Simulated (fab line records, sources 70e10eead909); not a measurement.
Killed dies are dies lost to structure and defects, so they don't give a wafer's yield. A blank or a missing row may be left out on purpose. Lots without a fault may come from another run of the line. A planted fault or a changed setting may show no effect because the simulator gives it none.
Problem report in the 8D (eight disciplines) form, filled by code | flow nand_harc | the parts of the form that need people (team, actions taken, sign-off) are left out

1. THE PROBLEM
cd_nm at NHARC_P_ZERO_WELL_CD_MEAS_11 reads a mean of 572.4 nm on 6 wafers of 2 lots; wafers without a fault read 499.9 nm with a standard deviation of 2.9. That is +25 standard deviations from the usual mean.
The step: target cd 500 nm.
First seen on wafer L583.1, day 5 01:14, on cd_sem-02. The record holds 42 wafers of 14 lots with a number at this step. Rule for "out", or "out of limits": more than 4 standard deviations from the usual mean. The other wafers with a number count as sound.

2. WHAT IT IS AND WHAT IT IS NOT
question                    | is                     | is not
which readings at this step | cd_nm                  | -
which lots                  | L583, L584             | L569, L570, L572, L574, L575, L576, L577, L578, L586, L587, L588, L592
which wafers of those lots  | all that have a number | -
read on which gauges        | cd_sem-01, cd_sem-02   | cd_sem-03
when                        | from day 5 01:14       | up to then (24 sound wafers); but 12 sound wafers of L586, L587, L588, L592 came after

3. SUSPECTS, AND WHAT RULES EACH OUT
Counting: a tool at a process step up to the reading stays a suspect if it ran every lot that is out and no sound lot after the first of them.
- the gauge at NHARC_P_ZERO_WELL_CD_MEAS_11: ruled out. The wafers that are out were read on 2 gauges (cd_sem-01, cd_sem-02).
- krf_scanner-04 at NHARC_P_ZERO_WELL_EXPOSE_08 (exposes mask P ZERO, target cd 500 nm): kept. It ran every lot that is out, first L583 (day 5 01:05), and no sound lot after that; its last sound lot up to then is L576 (day 3 07:05). Its own readings are out on those wafers: exposure_dose_mJ_cm2.
Left after counting: krf_scanner-04 at NHARC_P_ZERO_WELL_EXPOSE_08.

4. THE CAUSE (what the simulator had put in)
Process parameter drift: krf_scanner-04, from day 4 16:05 on, at NHARC_P_ZERO_WELL_EXPOSE_08. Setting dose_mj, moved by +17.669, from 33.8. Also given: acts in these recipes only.
Counting left only this tool.

5. THE CHAIN OF EFFECTS, in route order
Each row: a reading whose mean over the struck wafers that have a number lies more than 3 standard deviations from the usual. Only readings for which the record gives a usual standard deviation are gone through. hours: the time from each lot's start at the first step in this table that gives one to its start at this step, as a median over the lots. sigmas: the change in usual standard deviations.
hours | step                         | reading              | usual    | on struck wafers | change | sigmas
0     | NHARC_P_ZERO_WELL_EXPOSE_08  | exposure_dose_mJ_cm2 | 33.78    | 49.78            | +16.00 | +99 or more
0     | NHARC_P_ZERO_WELL_CD_MEAS_11 | cd_nm                | 499.9 nm | 572.4            | +72.5  | +25
The process steps in it:
- NHARC_P_ZERO_WELL_EXPOSE_08: exposes mask P ZERO, target cd 500 nm.
Later measuring or inspecting steps at which every struck wafer that the step has a row for has a number for every such reading, and none has moved that far: NHARC_P_STI_CD_MEAS_09.

6. WHAT WOULD HAVE CAUGHT IT SOONER
In this record the first reading out of limits at a measuring or inspecting step was taken at day 5 01:14, 9 hours after the fault began at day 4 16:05.
The tool's own readings at NHARC_P_ZERO_WELL_EXPOSE_08 were out on every struck wafer that the step has a row for (exposure_dose_mJ_cm2): an alarm limit on them would have fired on the first of those.
Of the lots that are out (2), L584 began NHARC_P_ZERO_WELL_EXPOSE_08 on krf_scanner-04 after day 5 01:14. A hold on the tool at that time would have spared it.
